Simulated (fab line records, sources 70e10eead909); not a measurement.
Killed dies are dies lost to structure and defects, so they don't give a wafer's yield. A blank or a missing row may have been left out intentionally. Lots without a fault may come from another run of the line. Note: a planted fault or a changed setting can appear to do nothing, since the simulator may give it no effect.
2 desks, one fault ; flow nand harc ; each desk holds nothing but its own numbers, with what lay behind them at the end

## METROLOGY DESK
Lot by lot, what the gauges showed, no matter which tool ran the lot: averages of those sampled wafers that carry a number. If a lot's mean is further than 4 standard deviations from the usual mean, the lot is out of limits and carries the mark OUT (the distance appears in the brackets).
Columns: A = thk nm at NHARC_A_ONON_D2_THK_MEAS_05, usual 1002 nm; B = thk nm at NHARC_A_ONON_D2_THK_MEAS_11, usual 1002 nm
lot;first seen here;A;B
L174;day 12 20:02;1008;1017
L175;day 12 20:02;1002;1007
L176;day 13 10:50;1005;1005
L177;day 13 16:38;998;1006
L178;day 14 14:02;995;1004
L181;day 15 12:41;1004;1023
L180;day 15 12:43;999;974
L182;day 15 17:03;1013;998
L183;day 16 05:03;1005;1003
L189;day 18 13:48;987;983
L192;day 20 01:02;1004;1068 (+5.5) OUT
L193;day 20 01:14;1007;988
L197;day 21 20:12;1009;1008
This desk finds L192 out of limits, L192 being first, at day 20 02:10 (thk nm at NHARC_A_ONON_D2_THK_MEAS_11). L174, L175, L176, L177, L178, L181, L180, L182, L183, L189, L193, L197 stayed within limits.

## DESK OF THE TOOL OWNER: pecvd onon-03
The tool's own readings at NHARC_A_ONON_D2_DEP_09 (target thk 1000 nm): means of the sampled wafers that have a number, for each lot that ran on this tool. If a lot's mean is further than 4 standard deviations from the usual mean, the lot is out of limits and carries the mark OUT (the distance appears in the brackets).
Columns: A = n2 flow sccm at NHARC_A_ONON_D2_DEP_09, usual 2750 sccm
lot;first seen here;A
L174;day 12 20:39;2748
L176;day 13 11:35;2749
L177;day 13 17:22;2745
L178;day 14 14:43;2746
L180;day 15 13:24;2756
L182;day 15 17:40;2759
L192;day 20 01:40;2739
This desk's verdict: no lot among the 7 shows anything out of limits.

## PUT TOGETHER
On L192, the metrology desk was in a position to raise an alarm at day 20 02:10.
Nothing out of limits was seen by the tool owner's desk.
The tool owner's desk has L192 on record, within its limits.
On pecvd onon-03, each named lot ran NHARC_A_ONON_D2_DEP_09.

## WHAT THE SIMULATOR HAD PUT IN
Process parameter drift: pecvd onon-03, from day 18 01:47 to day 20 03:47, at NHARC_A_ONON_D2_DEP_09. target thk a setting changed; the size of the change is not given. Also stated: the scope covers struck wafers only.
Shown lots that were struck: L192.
Time in hours between the start of the fault and the first out-of-limits reading at each desk: metrology desk, 48.
